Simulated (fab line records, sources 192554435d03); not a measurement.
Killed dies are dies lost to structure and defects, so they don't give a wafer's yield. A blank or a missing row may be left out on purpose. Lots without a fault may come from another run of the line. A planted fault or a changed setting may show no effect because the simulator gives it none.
Problem report in the 8D (eight disciplines) form, filled by code | flow n5_finfet | the parts of the form that need people (team, actions taken, sign-off) are left out

1. THE PROBLEM
killed_at_M0_to_M3 at N5_PASSIVATION_PROBE_49 reads a mean of 1113 on 6 wafers of 2 lots; wafers without a fault read 31 with a standard deviation of 10. That is +99 or more standard deviations from the usual mean.
First seen on wafer L984.1, day 15 03:01, on prober-02. The record holds 6 wafers of 2 lots with a number at this step. Rule for "out", or "out of limits": more than 4 standard deviations from the usual mean. The other wafers with a number count as sound.

2. WHAT IT IS AND WHAT IT IS NOT
question                    | is                                                                                                                     | is not
which readings at this step | killed_at_M0_to_M3, defect_limited_yield, killed_dies, killed_on_rim, sort_bin_5_function, sort_n_pass, sort_yield_pct | killed_at_M4_up, killed_at_contacts, killed_at_front_end, killed_at_other
which lots                  | L983, L984                                                                                                             | -
which wafers of those lots  | all that have a number                                                                                                 | -
read on which tools         | prober-01, prober-02                                                                                                   | -
when                        | from day 15 03:01                                                                                                      | up to then (0 sound wafers)

3. SUSPECTS, AND WHAT RULES EACH OUT
Counting: a tool at a process step up to the reading stays a suspect if it ran every lot that is out and no sound lot after the first of them.
- pvd_sputter-03 at N5_BEOL_M2_ANNEAL_82 (time 240 s): kept. It ran every lot that is out, first L983 (day 9 17:41), and no sound lot after that.
- pvd_sputter-03 at N5_BEOL_M2_SPUTTER_90 (material Cu, target thk 4.5 nm, time 8.29 s): kept. It ran every lot that is out, first L983 (day 9 18:16), and no sound lot after that.
- pecvd-02 at N5_BEOL_M2_DEP_57 (deposits SiCN from 3MS/NH3, target thk 8 nm, time 14 s): kept. It ran every lot that is out, first L983 (day 9 19:55), and no sound lot after that.
Left after counting: pvd_sputter-03 at N5_BEOL_M2_ANNEAL_82, pvd_sputter-03 at N5_BEOL_M2_SPUTTER_90, pecvd-02 at N5_BEOL_M2_DEP_57.

4. THE CAUSE (what the simulator had put in)
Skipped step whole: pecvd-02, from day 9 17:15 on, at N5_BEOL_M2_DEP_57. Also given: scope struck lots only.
Counting left 3 suspects, and this tool is among them.

5. THE CHAIN OF EFFECTS, in route order
Each row: a reading whose mean over the struck wafers that have a number lies more than 3 standard deviations from the usual. Only readings for which the record gives a usual standard deviation are gone through. hours: the time from each lot's start at the first step in this table that gives one to its start at this step, as a median over the lots. sigmas: the change in usual standard deviations.
hours | step                    | reading              | usual  | on struck wafers | change | sigmas
0     | N5_PASSIVATION_PROBE_49 | defect_limited_yield | 91.6 % | 0.0              | -91.6  | -57
0     | N5_PASSIVATION_PROBE_49 | killed_at_M0_to_M3   | 31     | 1113             | +1082  | +99 or more
0     | N5_PASSIVATION_PROBE_49 | killed_dies          | 100    | 1180             | +1080  | +57
0     | N5_PASSIVATION_PROBE_49 | killed_on_rim        | 13     | 152              | +139   | +33
0     | N5_PASSIVATION_PROBE_49 | sort_bin_5_function  | 5.0 %  | 96.4             | +91.4  | +83
0     | N5_PASSIVATION_PROBE_49 | sort_n_pass          | 1080   | 0                | -1080  | -60
0     | N5_PASSIVATION_PROBE_49 | sort_yield_pct       | 91.6 % | 0.0              | -91.6  | -57
The process steps in it:
- N5_PASSIVATION_PROBE_49
Readings that are blank on the struck wafers while sound wafers have them: chamber_pressure_Torr at N5_BEOL_M2_DEP_57; rf_fwd_power_W at N5_BEOL_M2_DEP_57; showerhead_plenum_p_Torr at N5_BEOL_M2_DEP_57; throttle_valve_pct at N5_BEOL_M2_DEP_57.

6. WHAT WOULD HAVE CAUGHT IT SOONER
In this record the first reading out of limits was taken at day 15 03:01, 130 hours after the fault began at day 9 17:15.
At N5_BEOL_M2_DEP_57 the tool's readings are blank on the struck wafers, where sound wafers have them: an empty tool record is the first sign, and it was there at once.
All the lots that are out (2) had begun N5_BEOL_M2_DEP_57 on pecvd-02 by day 15 03:01. A hold on the tool at that time would have spared none of them.
